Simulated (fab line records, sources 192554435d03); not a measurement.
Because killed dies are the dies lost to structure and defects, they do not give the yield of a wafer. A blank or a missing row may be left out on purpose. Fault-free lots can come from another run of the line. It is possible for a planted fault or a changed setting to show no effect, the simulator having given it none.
Matching of chambers -- flow n5_finfet -- rie_si-06 running N5_PMOS_HMC_CHANNEL_EPI_ETCH_38: 4 sister chambers
The step etches SiO2 in CF4, target depth 1.5 nm. 16 wafers are shown with their chamber, then 8 later ones without.

WAFERS WITH THEIR CHAMBER
wafer,chamber,throttle_valve_pct (%),drypump_motor_current_A (A),oes_product_au (a.u.)
L074.3,2,21.52,6.1,0.961
L074.4,0,21.59,6.0,0.953
L074.5,3,21.64,5.7,0.994
L076.2,2,21.53,6.1,0.957
L076.5,2,21.52,6.1,0.968
L076.6,1,21.43,6.0,0.970
L078.1,1,21.46,6.0,0.970
L078.4,3,21.65,5.7,1.005
L078.6,0,21.59,6.0,0.964
L080.2,0,21.60,6.0,0.963
L080.4,2,21.51,6.1,0.971
L080.5,1,21.43,6.0,0.973
L082.1,0,21.60,6.1,0.955
L082.2,1,21.43,6.0,0.953
L082.3,2,21.51,6.2,0.958
L082.4,3,21.66,5.7,0.986

SIGNATURES (means of the wafers above)
reading,chamber 0,chamber 1,chamber 2,chamber 3,scatter within a chamber
throttle_valve_pct,21.5950,21.4375,21.5180,21.6500,0.0102
drypump_motor_current_A,6.025,6.000,6.120,5.700,0.0359
oes_product_au,0.95875,0.96650,0.96300,0.99500,0.00752
Rule: a wafer's distance from a chamber is the root of the sum, over the readings, of the square of ((its reading less the chamber's mean) divided by the reading's scatter). The wafer belongs to the nearest chamber; if the next one is less than 2 further off, it can't be placed. The scatter: the root of (the sum of the squares of (reading less its chamber's mean) over the shown wafers, divided by (wafers less chambers)).

WAFERS WITHOUT THEIR CHAMBER
wafer,throttle_valve_pct (%),drypump_motor_current_A (A),oes_product_au (a.u.)
L082.5,21.60,6.1,0.954
L082.6,21.43,6.0,0.961
L089.1,21.65,5.7,1.000
L089.2,21.43,6.0,0.956
L089.5,21.53,6.1,0.974
L096.1,21.64,5.7,0.986
L096.5,21.51,6.1,0.968
L096.6,21.66,5.7,0.984

EACH ONE'S CHAMBER
wafer,from the rows above,in truth
L082.5,0,0
L082.6,1,1
L089.1,3,3
L089.2,1,1
L089.5,2,2
L096.1,3,3
L096.5,2,2
L096.6,3,3
Correct placement for 8 of the 8. Can't be placed from these rows: 0. 0 placed wrongly.
